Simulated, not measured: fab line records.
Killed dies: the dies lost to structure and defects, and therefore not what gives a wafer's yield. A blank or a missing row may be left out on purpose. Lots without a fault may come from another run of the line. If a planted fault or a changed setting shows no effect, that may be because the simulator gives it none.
A lot that was struck, set against a sound lot -- flow n5 finfet -- 15 out of 1938 route steps
Sound: wafers L659.1, L659.4, L659.6. Struck: wafer L667.1 (L667.2, L667.5, from the same lot, were not struck and are left out); the cause is given at the end.
At each step with rows: each side's tool, then ch and its chambers, then its first start. Under that, the readings that differ: sound wafers -- struck wafers -- difference of the means -- sigmas: that difference in standard deviations of wafers without a fault.
alike: words and numbers the same on both sides, and readings whose means are apart by under 2 such deviations; not compared: readings that were withheld, readings missing a value for some wafer, numbers with overlapping values and no deviation given by the record, and bounds like >300 which may hide the same value.
The two part at a step that has a row with sigmas, a row that says differs or no value, or rows on one side only. When numbers do not overlap yet have no deviation, they are printed without sigmas and do not part them. A reading missing from all wafers of one side parts the sides only when that side holds two or more wafers.

first, 1 step without rows for these wafers: N5_MOL_CONTACT_COAG_STRIP_69 (strips in N2/H2).
N5_MOL_CONTACT_COAG_ETCHBACK_136: etches SiO2 in CHF3, target depth 25 nm, time 16.7 s.
  sound on rie diel-01 ch 0,1,2, day 5 05:38; struck on rie diel-02 ch 2, day 7 05:43
reading,sound,struck,difference,sigmas
rf vpp V (V),539 533 523,550,+18,+2
  alike: bias w, drypump motor current A, oes_f_703_au, oes product au, showerhead plenum p Torr, throttle valve pct
  not compared: rf hours counter h
then, 1 step without rows for these wafers: N5_MOL_CONTACT_COAG_STRIP_120 (strips in CHF3).
N5_MOL_CONTACT_COAG_VIA_ETCH_117: etches SiO2 in C4F6/O2, target depth 40 nm, overetch 8 nm, time 26 s.
  sound on rie diel-01 ch 0,1,2, day 5 05:40; struck on rie diel-02 ch 2, day 7 05:44
reading,sound,struck,difference,sigmas
rf vpp V (V),1624 1617 1585,1658,+49,+2
  alike: bias w, drypump motor current A, oes_f_703_au, oes product au, showerhead plenum p Torr, throttle valve pct
  not compared: rf hours counter h
N5_MOL_CONTACT_COAG_ETCH_124: etches SiNx in CH3F/O2, stops on SiOC, target depth 6.5 nm.
  sound on rie diel-01 ch 0,1,2, day 5 05:42; struck on rie diel-02 ch 2, day 7 05:46
reading,sound,struck,difference,sigmas
rf vpp V (V),305 304 297,312,+10,+2
  alike: bias w, drypump motor current A, oes_f_703_au, oes product au, showerhead plenum p Torr, throttle valve pct
  not compared: rf hours counter h
N5_MOL_CONTACT_COAG_ETCH_48: etches SiOC in C4F6/O2, target depth 15 nm, overetch 4.5 nm, time 17 s.
  sound on rie diel-01 ch 0,1,2, day 5 05:44; struck on rie diel-02 ch 2, day 7 05:49
reading,sound,struck,difference,sigmas
rf vpp V (V),1626 1619 1589,1664,+53,+2
  alike: bias w, drypump motor current A, oes_f_703_au, oes product au, showerhead plenum p Torr, throttle valve pct
  not compared: rf hours counter h
N5_MOL_CONTACT_COAG_STRIP_72: strips in N2/H2.
  sound on rie diel-01 ch 0,1,2, day 5 05:47; struck on rie diel-02 ch 2, day 7 05:52
reading,sound,struck,difference,sigmas
rf vpp V (V),61.5 57.9 61.9,56.1,-4.3,-2
throttle valve pct (%),23.92 23.46 23.63,23.12,-0.55,-2
  alike: drypump motor current A, oes product au, showerhead plenum p Torr
  not compared: rf hours counter h
then, 3 steps without rows for these wafers: N5_MOL_CONTACT_COAG_STRIP_49 (strips in N2/H2, time 30 s); N5_MOL_CONTACT_COAG_PRECLEAN_138 (cleans in alkaline clean, time 60 s); N5_MOL_CONTACT_COAG_SRD_139 (time 30 s).
N5_MOL_CONTACT_COAG_CD_MEAS_101 targets a cd of 16 nm.
  struck on cd sem-03, day 7 06:05; sound on cd sem-03, day 5 06:01
  alike: cd nm
then, 1 step without rows for these wafers: N5_MOL_CONTACT_COAG_PRE_CLEAN_121.
N5_MOL_CONTACT_COAG_CVD_140: deposits W, target thk 66.5 nm, time 215 s.
  sound on cvd w-02 ch 0, day 5 06:09; struck on cvd w-01 ch 1, day 7 06:13
reading,sound,struck,difference,sigmas
run length s (s),286.2 285.8 285.8,198.4,-87.5,-99 or more
  alike: heater power w
then, 1 step without rows for these wafers: N5_MOL_CONTACT_COAG_PRECLEAN_127 (cleans in DIW, time 57.5 s).
-- record jumps: 3 days separate the struck wafers' starts on either side; left off in module MOL_CONTACT_COAG, taken up again in module BEOL_M4, whose first shown step is the route's number 1111 --
N5_BEOL_M4_RC_MEAS_101:
  sound on prober-01 ch 0, day 7 21:38; struck on prober-02 ch 0, day 10 00:59
reading,sound,struck,difference,sigmas
VT_N (mV),251 247 244,255,+8,+2
  alike: DIBL_N, DIBL_P, IOFF_N, IOFF_P, ION_N, ION_P, SS_N, SS_P, VT_P

## WHERE THEY PART
Earliest at N5_MOL_CONTACT_COAG_ETCHBACK_136; latest, in this record, at N5_BEOL_M4_RC_MEAS_101.

WHY: whatever the simulator had introduced
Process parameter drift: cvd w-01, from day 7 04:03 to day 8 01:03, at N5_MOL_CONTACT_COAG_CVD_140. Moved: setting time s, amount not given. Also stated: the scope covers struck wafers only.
